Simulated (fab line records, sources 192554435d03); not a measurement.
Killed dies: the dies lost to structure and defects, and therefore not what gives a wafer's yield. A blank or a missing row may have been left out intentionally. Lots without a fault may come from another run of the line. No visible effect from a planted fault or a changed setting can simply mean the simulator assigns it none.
fab line records    flow n5_finfet
[record] lots = 4  wafers = 12  last_day = 14
route steps=1938 shown MOL_CONTACT_COAG@626 BEOL_M0_SAQP@632 BEOL_M4@1111 PASSIVATION@1936
lots untouched by any fault: they come from a run of this same line in which no faults occurred
start_h: hours from the record's first day to the start of the lot's first wafer shown    wait_h: time in hours since the lot's previous step    " identical to the entry in the row above    L1.1+2: a row that stands for several wafers    - no value present, or no start provided    * or withheld: withheld    < > ~ a bound
route shown NAME@n: a module of which the file shows steps, and the number in the route of the first    usual: mean and standard deviation over wafers with no fault    same: alike in all rows    chamber/n: place in a boat    sites: each site's reading    _std_site: the values' standard deviation    _edge_site: inner sites' mean taken away from outer sites' mean    radius_mm: for every site, how far away it sits from the centre of the wafer    mask NAME#n: copy n    behind: the most recent tool/chamber to have shaped the wafer    hold: the reason the lot was held/the length of the hold in hours/how it ended    device: the transistor (n, p or np) that didn't switch    end of line: the tests these same wafers got at the end of their route    a step without rows: its recipe alone    killed: at the first sort, the dies lost to defects and structure; wafer yield is something else    map: per-die view of a wafer (x killed, . not killed, _ where there is no die)
set.NAME: the setting the step ran with; set.NAME@STEP: the setting that earlier step ran with    model.NAME: the simulator's own value behind a step, which no gauge read
a table for each step, a row for each wafer; lots at some steps of the route
services: when a tool's chamber went out of use (start_h, in hours from the record's first day, below 0 if earlier), for how many hours, and the reason
[[steps]]
[step N5_MOL_CONTACT_COAG_SRD_128]
[recipe] dry_time_s = 32  dry = n2_spin  spin_rpm = 1500
[step N5_MOL_CONTACT_COAG_CMP_52]
[recipe] stop_on = SiO2  t_overpolish_s = 1.5  post_cmp_clean = w_dilute_nh4oh  down_force_psi = 4  platen_rpm = 50.289  pad_velocity_m_s = 1.0006  target_thk_nm = 66.5
[step N5_MOL_CONTACT_COAG_ANNEAL_112]
[recipe] temp_c = 400  time_s = 1800  ambient = HPD2  pressure_atm = 10
[step N5_BEOL_M0_SAQP_PECVD_00]
[recipe] material = SiCN  target_thk_a = 80  temp_c = withheld  precursor = 3MS/NH3  pressure_torr = 3  rf_w = 202  time_s = 14
[step N5_BEOL_M0_SAQP_ILD_DEP_01]
[recipe] material = SiOC  target_thk_a = 454.19  temp_c = 350  precursor = DEMS/O2  pressure_torr = 5  rf_w = 500  time_s = 8.7
[step N5_BEOL_M0_SAQP_HM_DEP_02]
[recipe] material = TiN  target_thk_a = 120  temp_c = 25  chamber_pressure_pa = 0.49996
[step N5_BEOL_M0_SAQP_PECVD_03]
[recipe] material = SiCN  target_thk_a = 120  temp_c = withheld  precursor = 3MS/NH3  pressure_torr = 3  rf_w = 202  time_s = 21.1
[step N5_BEOL_M0_SAQP_PECVD_96]
[recipe] material = a-Si  target_thk_a = 450  temp_c = 350  precursor = SiH4/He  pressure_torr = 3  rf_w = 100  time_s = 45.2
[step N5_BEOL_M0_SAQP_PECVD_97]
[recipe] material = SiNx  target_thk_a = 230  temp_c = 350  precursor = SiH4/NH3/N2  pressure_torr = 1.5  rf_w = 300  time_s = 19.9
[step N5_BEOL_M0_SAQP_PECVD_04]
[recipe] material = a-Si  target_thk_a = 600  temp_c = 350  precursor = SiH4/He  pressure_torr = 3  rf_w = 100  time_s = 60.2
[usual] heater_power_w = 614/87  showerhead_plenum_p_Torr = 5.66/0.033  throttle_valve_pct = 18.4/1.4
[same] time_s = 60.2
lot.wafer  tool      chamber  start_h  wait_h  heater_power_w  showerhead_plenum_p_Torr  throttle_valve_pct
L667.1     pecvd-03  1        113.95   0.0     562             5.63                      20.4
L667.3     "         2        "        "       514             5.69                      17.2
L667.5     "         0        "        "       588             5.65                      18.0
L672.2     pecvd-03  0        139.21   0.0     562             5.66                      17.9
L672.4     "         1        "        "       572             5.62                      20.4
L672.6     "         0        "        "       571             5.66                      18.2
L673.1     pecvd-03  0        151.53   0.0     531             5.66                      18.4
L673.3     "         2        "        "       555             5.68                      16.7
L673.5     "         0        "        "       555             5.66                      18.1
L679.2     pecvd-02  2        188.18   0.0     725             5.67                      18.6
L679.3     "         1        "        "       739             5.65                      18.7
L679.5     "         1        "        "       723             5.64                      18.5
[step N5_BEOL_M0_SAQP_THK_MEAS_05]
[usual] thk_nm = 59.6/0.82
lot.wafer  tool           chamber  start_h  wait_h  thk_nm
L667.1     film_metro-01  -        114.05   0.1     58.5
L667.3     "              -        "        "       59.8
L667.5     "              -        "        "       60.3
L672.2     film_metro-01  -        139.31   0.1     50.0
L672.4     "              -        "        "       50.4
L672.6     "              -        "        "       51.2
L673.1     film_metro-01  -        151.62   0.1     50.9
L673.3     "              -        "        "       51.1
L673.5     "              -        "        "       51.0
L679.2     film_metro-01  -        188.28   0.1     58.8
L679.3     "              -        "        "       59.9
L679.5     "              -        "        "       59.5
[step N5_BEOL_M0_SAQP_HM_DEP_111]
[recipe] material = SiO2  target_thk_a = 120  temp_c = 400  precursor = SiH4/N2O  pressure_torr = 0.75  rf_w = 275  time_s = 7.2
[step N5_BEOL_M0_SAQP_COAT_81]
[recipe] resist = SOC  temp_c = 250  time_s = 60  spin_rpm = 1500  resist_thk_nm = 100
[step N5_BEOL_M0_SAQP_COAT_82]
[recipe] resist = SiARC  temp_c = 220  time_s = 60  spin_rpm = 1500  resist_thk_nm = 30
[step N5_BEOL_M0_SAQP_COAT_08]
[recipe] resist = CAR-ArF  spin_rpm = 1500  resist_thk_nm = 90
[step N5_BEOL_M0_SAQP_EBR_10]
[recipe] solvent = PGMEA  ebr_width_mm = 1.5
[step N5_BEOL_M0_SAQP_SOFTBAKE_09]
[recipe] temp_c = 110  time_s = 60  resist = CAR-ArF
[step N5_BEOL_M0_SAQP_EXPOSE_11]
[recipe] mask_id = M0_CORE  na = 1.35  source_shape = dipole  sigma_inner = 0.538  sigma_outer = 0.738  polarization = te  target_cd_nm = 42  dose_mj = 55
[step N5_BEOL_M0_SAQP_PEB_12]
[recipe] peb_temp_c = withheld  peb_time_s = 60  resist = CAR-ArF
[step N5_BEOL_M0_SAQP_DEVELOP_13]
[recipe] develop_time_s = 30  developer = TMAH  resist = CAR-ArF  dev_temp_c = 23  rinse_liquid = diw  dry = air_spin
[step N5_BEOL_M0_SAQP_DESCUM_19]
[recipe] chemistry = O2  time_s = 7.9  source_power_w = 50  bias_power_w = 20  pressure_mtorr = 20  rf_frequency_hz = 2.712e+07  temp_c = 40  resist = CAR-ArF  o2_flow_sccm = 225
[step N5_BEOL_M0_SAQP_ETCH_83]
[recipe] chemistry = CF4  target = SiARC  target_depth_a = 390  mask_material = CAR-ArF  time_s = 65  ion_energy_ev = 80  pressure_mtorr = 40  source_w = 545  bias_w = 36  Ar_flow_sccm = 100  cf4_flow_sccm = 100  ends = cleared
[step N5_BEOL_M0_SAQP_ETCH_84]
[recipe] chemistry = N2/H2  target = SOC  target_depth_a = 1000  overetch_a = 200  mask_material = SiARC  temp_c = 40  time_s = 150  ion_energy_ev = 200  pressure_mtorr = 30  source_w = 840  bias_w = 150  n2_flow_sccm = 200  h2_flow_sccm = 200
[step N5_BEOL_M0_SAQP_STRIP_80]
[recipe] chemistry = N2/H2  temp_c = 40  n2_flow_sccm = 200  h2_flow_sccm = 200  rf_frequency_hz = 6e+07
[step N5_BEOL_M0_SAQP_HM_OPEN_112]
[recipe] chemistry = CHF3/O2  target = SiO2  stop_on = a-Si  target_depth_a = 120  over_etch_frac = 1.25  mask_material = SOC  time_s = 13.5  pressure_mtorr = 30  source_w = 650  bias_w = 170  Ar_flow_sccm = 200  CHF3_flow_sccm = 50  O2_flow_sccm = 5  ion_energy_ev = 200  ends = end_point
[step N5_BEOL_M0_SAQP_STRIP_113]
[recipe] chemistry = CHF3/O2  resist = SiARC  rf_frequency_hz = 6e+07
[step N5_BEOL_M0_SAQP_MANDREL_ETCH_20]
[recipe] target_depth_a = 600  chemistry = HBr/Cl2  target = a-Si  stop_on = SiNx  bt_time_s = 10  mask_material = SOC  over_etch_frac = 0.5  time_s = 30  pressure_mtorr = 10  icp_w = 800  bias_w = 75  HBr_flow_sccm = 150  Cl2_flow_sccm = 80  ends = end_point
[usual] bias_w = 74.99/0.22  drypump_motor_current_A = 5.6/0.45  oes_product_au = 0.770/0.014  throttle_valve_pct = 35.5/0.42
[same] bt_time_s = 10
lot.wafer  tool       chamber  start_h  wait_h  bias_w  drypump_motor_current_A  oes_product_au  rf_hours_counter_h  throttle_valve_pct
L667.1     rie_si-06  3        115.49   0.0     74.79   6.6                      0.765           157                 35.8
L667.3     "          0        "        "       75.26   4.9                      0.793           185                 35.1
L667.5     "          1        "        "       75.12   5.4                      0.791           -                   35.6
L672.2     rie_si-05  0        140.17   0.0     74.92   5.4                      0.694           35                  35.6
L672.4     "          1        "        "       74.98   5.5                      0.717           154                 35.8
L672.6     "          3        "        "       74.77   6.2                      0.717           -                   36.2
L673.1     rie_si-02  0        152.34   0.0     74.98   5.8                      0.696           129                 35.3
L673.3     "          2        "        "       74.68   5.7                      0.698           128                 35.4
L673.5     "          1        "        "       74.98   6.1                      0.684           -                   35.5
L679.2     rie_si-05  1        189.12   0.0     75.27   5.5                      0.771           155                 35.7
L679.3     "          3        "        "       74.51   6.2                      0.771           151                 36.0
L679.5     "          2        "        "       75.00   5.9                      0.777           -                   34.6
[step N5_BEOL_M0_SAQP_STRIP_86]
[recipe] chemistry = N2/H2  power_w = 500  temp_c = 40  pressure_mtorr = 50  rf_frequency_hz = 6e+07  overash_fraction = 0.3  bias_power_w = 28  h2_frac = 0.5  n2_flow_sccm = 300  h2_flow_sccm = 300
[step N5_BEOL_M4_RC_MEAS_101]
[usual] DIBL_N = 36.8/2.2  DIBL_P = 37.1/2.8  IOFF_N = 0.17/0.04  IOFF_P = 0.22/0.049  ION_N = 672/16  ION_P = 460/9.2  SS_N = 71.6/0.69  SS_P = 73.5/0.78  VT_N = 249/3.6  VT_P = -250/3.9
lot.wafer  tool       chamber  start_h  wait_h  DIBL_N[mV/V]  DIBL_P[mV/V]  IOFF_N[nA/um]  IOFF_P[nA/um]  ION_N[uA/um]  ION_P[uA/um]  SS_N[mV/dec]  SS_P[mV/dec]  VT_N[mV]  VT_P[mV]
L667.1     prober-02  0        165.84   0.0     35.2          37.3          0.16           0.22           683           467           71.5          73.3          249       -248
L667.3     "          0        "        "       35.3          36.7          0.16           0.22           675           470           71.1          73.6          251       -247
L667.5     "          0        "        "       36.9          39.3          0.21           0.26           693           471           71.6          74.0          246       -247
L672.2     prober-02  0        187.06   0.2     37.5          36.6          0.19           0.20           673           445           71.3          73.9          246       -251
L672.4     "          0        "        "       35.5          34.7          0.14           0.16           675           451           71.3          73.3          251       -256
L672.6     "          0        "        "       34.3          34.1          0.14           0.16           685           458           71.0          72.9          249       -256
L673.1     prober-02  0        207.65   0.0     40.3          41.0          0.24           0.26           712           473           72.6          74.9          241       -249
L673.3     "          0        "        "       40.2          41.3          0.23           0.28           681           460           72.5          73.7          244       -248
L673.5     "          0        "        "       40.7          41.0          0.23           0.27           696           469           72.1          74.8          245       -249
L679.2     prober-02  0        243.13   0.2     37.8          37.5          0.17           0.25           672           468           71.8          73.9          251       -245
L679.3     "          0        "        "       38.4          37.4          0.19           0.26           664           459           72.2          73.3          249       -245
L679.5     "          0        "        "       39.6          39.7          0.21           0.31           671           466           72.1          74.4          250       -244
[step N5_PASSIVATION_PROBE_49]
[usual] defect_limited_yield = 91.1/1.5  killed_at_M0_to_M3 = 35/11  killed_at_M4_up = 13/5.7  killed_at_contacts = 12/5.7  killed_at_front_end = 40/11  killed_at_other = 4/4.4  killed_dies = 105/18  killed_open = 68/14  killed_short = 34/7.4  sort_bin_4_leakage = 0.00/0.011  sort_bin_5_function = 5.2/1  sort_bin_6_memory = 3.3/0.67  sort_bin_8_speed = 0.04/0.29  sort_n_pass = 1074/18  sort_yield_pct = 91.0/1.5
[same] gross_dies = 1180  killed_at_back_side = 0
lot.wafer  tool       chamber  start_h  wait_h  defect_limited_yield[%]  killed_at_M0_to_M3  killed_at_M4_up  killed_at_contacts  killed_at_front_end  killed_at_other  killed_dies  killed_open  killed_short  sort_bin_4_leakage[%]  sort_bin_5_function[%]  sort_bin_6_memory[%]  sort_bin_8_speed[%]  sort_n_pass  sort_yield_pct[%]
L667.1     prober-01  -        268.44   0.0     89.2                     38                  19               11                  43                   16               127          88           37            0                      5.9                     4.1                   0                    1053         89.2
L667.3     prober-01  -        268.54   0.1     90.6                     25                  19               7                   50                   10               111          79           31            0                      5.6                     3.5                   0                    1069         90.6
L667.5     prober-01  -        268.64   0.2     89.4                     32                  17               7                   52                   17               125          76           48            0                      6.0                     4.2                   0                    1055         89.4
L673.3     prober-01  -        313.23   0.1     90.7                     35                  13               5                   55                   2                110          69           36            0                      5.3                     3.7                   0.08                 1070         90.7
L679.2     prober-02  -        345.91   0.4     91.3                     25                  10               11                  56                   1                103          67           33            0                      4.7                     3.7                   0                    1077         91.3
// killed by level:class
L667.1 STI_FIN_REVEAL:geometric_particle:open=12 BEOL_M0_SAQP:geometric_particle:open=10 FIN_SAQP:geometric_particle:open=9 MOL_CONTACT_COAG:geometric_particle:open=9 BEOL_M1:geometric_particle:open=9 FIN_SAQP:geometric_particle:short=8 BEOL_M4:geometric_particle:open=7 BEOL_M0_SAQP:geometric_particle:short=6
L667.3 FIN_SAQP:geometric_particle:open=19 BEOL_M4:geometric_particle:open=13 FIN_SAQP:geometric_particle:short=10 STI_FIN_REVEAL:geometric_particle:open=8 MOL_CONTACT_COAG:geometric_particle:open=7 BEOL_M0_SAQP:geometric_particle:open=6 BEOL_M0:geometric_particle:open=6 BEOL_M0_SAQP:geometric_particle:short=4
L667.5 STI_FIN_REVEAL:geometric_particle:open=17 FIN_SAQP:geometric_particle:short=15 FIN_SAQP:geometric_particle:open=9 BEOL_M0_SAQP:geometric_particle:short=9 BEOL_M1:geometric_particle:open=8 BEOL_M4:geometric_particle:open=8 BEOL_M0_SAQP:geometric_particle:open=6 MOL_CONTACT_COAG:geometric_particle:open=5
L673.3 FIN_SAQP:geometric_particle:open=15 FIN_SAQP:geometric_particle:short=10 BEOL_M3:geometric_particle:open=9 STI_FIN_REVEAL:geometric_particle:open=7 BEOL_M0_SAQP:geometric_particle:open=6 BEOL_M0_SAQP:geometric_particle:short=6 STI_FIN_REVEAL:geometric_particle:short=5 DUMMY_GATE:geometric_particle:open=5
L679.2 STI_FIN_REVEAL:geometric_particle:open=25 MOL_CONTACT_COAG:geometric_particle:open=8 BEOL_M0_SAQP:geometric_particle:open=8 BEOL_M0_SAQP:geometric_particle:short=7 GATE_CUT:geometric_particle:short=5 FIN_SAQP:geometric_particle:short=4 FIN_SAQP:geometric_particle:open=4 BEOL_M2:geometric_particle:open=4
[[services]]
tool       chamber  start_h  hours  kind
pecvd-02   2        126.92   23.1   repair
rie_si-06  1        176.28   1.5    repair
[[key]]
[first_sign] step = N5_BEOL_M0_SAQP_THK_MEAS_05  reading = thk_nm  direction = down  sigmas = 11  usual = *  struck = *
[effect] step = N5_BEOL_M0_SAQP_MANDREL_ETCH_20  reading = oes_product_au  direction = down  sigmas = 5  usual = 0.770  struck = 0.701
met_at N5_BEOL_M0_SAQP_PECVD_04
struck_wafers L672.2,L672.4,L672.6,L673.1,L673.3,L673.5
onset_between 113.95 139.21
[fault] kind = site_profile_drift  tool = pecvd-03  chamber = -  onset_h = 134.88  steps = N5_BEOL_M0_SAQP_PECVD_04  basis = fraction  max_abs_drift = 0.33974  slope_share_per_hr = 75.497  site_pattern = 0,0,0,0,0,-1,-1,-1,-1
